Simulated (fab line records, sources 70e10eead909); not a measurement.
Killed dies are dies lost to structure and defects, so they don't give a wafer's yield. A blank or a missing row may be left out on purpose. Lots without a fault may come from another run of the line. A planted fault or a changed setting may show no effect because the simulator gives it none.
Which tool did it? | flow nand_harc | 12 lots, 36 wafers sampled, at 4 steps of a route of 1159

WHAT THE GAUGES READ, wafer by wafer
NHARC_P_M2_THK_MEAS_24: measures by xrf.
lot  | measured     | on            | thk_nm (nm)
L076 | day 6 18:50  | film_metro-02 | 144.5 143.7 143.2
L077 | day 6 23:38  | film_metro-02 | 143.4 143.4 143.3
L078 | day 7 07:41  | film_metro-01 | 143.7 142.3 147.0
L081 | day 8 05:02  | film_metro-01 | 146.0 142.8 142.4
L083 | day 8 14:05  | film_metro-02 | 142.1 141.4 145.3
L087 | day 9 09:23  | film_metro-02 | 143.2 141.3 143.0
L086 | day 9 11:56  | film_metro-01 | 144.3 144.1 144.8
L089 | day 10 06:08 | film_metro-02 | 142.8 143.2 146.8
L090 | day 10 10:32 | film_metro-01 | 144.0 145.0 145.3
L092 | day 11 03:49 | film_metro-01 | 146.2 144.0 143.6
L097 | day 11 22:17 | film_metro-01 | 145.6 144.2 145.1
L096 | day 12 04:18 | film_metro-01 | 144.9 145.8 145.2

WHICH TOOL RAN EACH LOT (tool, then ch and the chambers of the sampled wafers, then the start)
lot  | NHARC_P_M2_ETCH_28                            | NHARC_P_M2_PRE_CLEAN_30                 | NHARC_P_M2_PVD_21
L076 | rie_diel-09 ch 0,1, day 6 18:50 or earlier    | pvd_sputter-01, day 6 18:50 or earlier  | pvd_sputter-01, day 6 18:50 or earlier
L077 | rie_diel-08 ch 0,1,3, day 6 23:38 or earlier  | pvd_sputter-01, day 6 23:38 or earlier  | pvd_sputter-01, day 6 23:38 or earlier
L078 | rie_diel-09 ch 1,2,3, day 7 07:41 or earlier  | pvd_sputter-01, day 7 07:41 or earlier  | pvd_sputter-01, day 7 07:41 or earlier
L081 | rie_diel-09 ch 1,2,3, day 8 05:02 or earlier  | pvd_sputter-02, day 8 05:02 or earlier  | pvd_sputter-02, day 8 05:02 or earlier
L083 | rie_diel-04 ch 2,3, day 8 14:05 or earlier    | pvd_sputter-02, day 8 14:05 or earlier  | pvd_sputter-02, day 8 14:05 or earlier
L087 | rie_diel-04 ch 0,2, day 9 09:23 or earlier    | pvd_sputter-01, day 9 09:23 or earlier  | pvd_sputter-01, day 9 09:23 or earlier
L086 | rie_diel-08 ch 0,1,3, day 9 11:56 or earlier  | pvd_sputter-01, day 9 11:56 or earlier  | pvd_sputter-01, day 9 11:56 or earlier
L089 | rie_diel-08 ch 0,1,3, day 10 06:08 or earlier | pvd_sputter-03, day 10 06:08 or earlier | pvd_sputter-03, day 10 06:08 or earlier
L090 | rie_diel-09 ch 1,2,3, day 10 10:32 or earlier | pvd_sputter-02, day 10 10:32 or earlier | pvd_sputter-02, day 10 10:32 or earlier
L092 | rie_diel-04 ch 0,2,3, day 11 03:49 or earlier | pvd_sputter-01, day 11 03:49 or earlier | pvd_sputter-01, day 11 03:49 or earlier
L097 | rie_diel-08 ch 0,3, day 11 22:17 or earlier   | pvd_sputter-02, day 11 22:17 or earlier | pvd_sputter-02, day 11 22:17 or earlier
L096 | rie_diel-09 ch 1,2, day 12 04:18 or earlier   | pvd_sputter-01, day 12 04:18 or earlier | pvd_sputter-01, day 12 04:18 or earlier
- NHARC_P_M2_ETCH_28: etches the open film in CF4/N2, target depth 30 nm, time 72.99 s.
- NHARC_P_M2_PRE_CLEAN_30: time 30 s.
- NHARC_P_M2_PVD_21: deposits Cu, target thk 30 nm, time 20.49 s.

THE ANSWER, worked out from the rows above alone
Rule: what is usual is taken from the lots themselves. Put in order of their means at a reading, lots are off if they are a third of the lots or fewer, leave a main group of 4 or more, and stand apart from it by a gap of 3 or more times the standard deviation of the main group's means; of several such gaps the widest counts. A main group whose means are all the same, to the digits that the tables above print for the reading, isn't used. A lot without any number at a reading at which 4 lots or more have one is off too. The other lots that the step has rows for count as sound.
No lot is off at any reading shown: from this, nothing can be told.

WHAT THE SIMULATOR HAD PUT IN
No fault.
